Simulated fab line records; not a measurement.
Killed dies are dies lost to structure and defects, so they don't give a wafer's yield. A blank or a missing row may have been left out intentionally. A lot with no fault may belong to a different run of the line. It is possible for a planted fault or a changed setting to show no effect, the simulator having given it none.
Struck lot and sound lot, side by side | flow nand_harc | 15 out of 1159 route steps
Sound: the wafers L684.2, L684.3, L684.4. Struck: wafers L694.1, L694.3 (left out: L694.5, a lot-mate that was not struck); the cause follows at the end.
Per side, at each step with rows, come the tool, then ch with its chambers, and then its first start. Under that, the readings that differ: sound wafers | struck wafers | difference of the means | sigmas: that difference in standard deviations of wafers without a fault.
alike: same words and numbers on both sides, and readings whose means sit less than 2 such deviations apart. not compared: any withheld reading, any reading some wafer has no value for, any bound like >300 that may hide the same value, and any number with overlapping values for which the record gives no deviation.
The two part at a step that has a row with sigmas, a row that says differs or no value, or rows on one side only. When numbers do not overlap yet have no deviation, they are printed without sigmas and do not part them. A reading missing from all wafers of one side parts the sides only when that side holds two or more wafers.

first, 9 steps without rows for these wafers: NHARC_THIN_TSV_PVD_24 (deposits Al, target thk 800 nm); NHARC_THIN_TSV_DEHYDRATE_25 (time 120 s); NHARC_THIN_TSV_HMDS_26 (time 30 s); NHARC_THIN_TSV_COAT_27; NHARC_THIN_TSV_SOFTBAKE_28 (time 95 s); NHARC_THIN_TSV_EBR_29; NHARC_THIN_TSV_EXPOSE_30 (exposes mask PAD); NHARC_THIN_TSV_PEB_31 (peb time 85 s); NHARC_THIN_TSV_DEVELOP_32 (time 70 s).
NHARC_THIN_TSV_CD_MEAS_33: target cd 5000 nm.
  sound on cd_sem-02 ch 0, day 18 12:11; struck on cd_sem-03 ch 0, day 21 03:34
  alike: cd_nm
then, 1 step without rows for these wafers: NHARC_THIN_TSV_HARDBAKE_34 (time 80 s).
NHARC_THIN_TSV_DESCUM_35: chemistry O2, time 3 s.
  sound on rie_diel-01 ch 0,2,3, day 18 12:21; struck on rie_diel-03 ch 1,2, day 21 03:44
  reading                | sound    | struck | difference | sigmas
  rf_hours_counter_h (h) | 10 11 11 | 7 7    | -4         |
  alike: drypump_motor_current_A, mfc_ar_sccm, oes_product_au, rf_vpp_V, showerhead_plenum_p_Torr, throttle_valve_pct
NHARC_THIN_TSV_ETCH_59: etches the open film in Cl2/BCl3, target depth 880 nm, time 138.1 s.
  sound on rie_metal-02 ch 0,1, day 18 12:30; struck on rie_metal-03 ch 0,1, day 21 03:53
  reading               | sound             | struck      | difference | sigmas
  oes_product_au (a.u.) | 1.035 1.029 1.010 | 0.810 0.803 | -0.218     | -18
  alike: drypump_motor_current_A, throttle_valve_pct
  not compared: rf_hours_counter_h
NHARC_THIN_TSV_ETCH_36: etches the open film in Cl2/BCl3, target depth 65 nm, time 18.571 s.
  sound on rie_metal-02 ch 0,1, day 18 12:43; struck on rie_metal-03 ch 0,1, day 21 04:07
  alike: drypump_motor_current_A, oes_product_au
  not compared: rf_hours_counter_h
NHARC_END_SORT_01:
  at this point the record logs the struck wafers (prober-01 ch 0, day 21 12:32) and has no rows for the sound ones

## WHERE THEY PART
At NHARC_THIN_TSV_ETCH_59 first; at NHARC_END_SORT_01 last (within this record only).

WHY: whatever the simulator had introduced
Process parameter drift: rie_metal-03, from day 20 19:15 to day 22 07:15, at NHARC_THIN_TSV_ETCH_59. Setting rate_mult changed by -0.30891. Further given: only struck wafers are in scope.
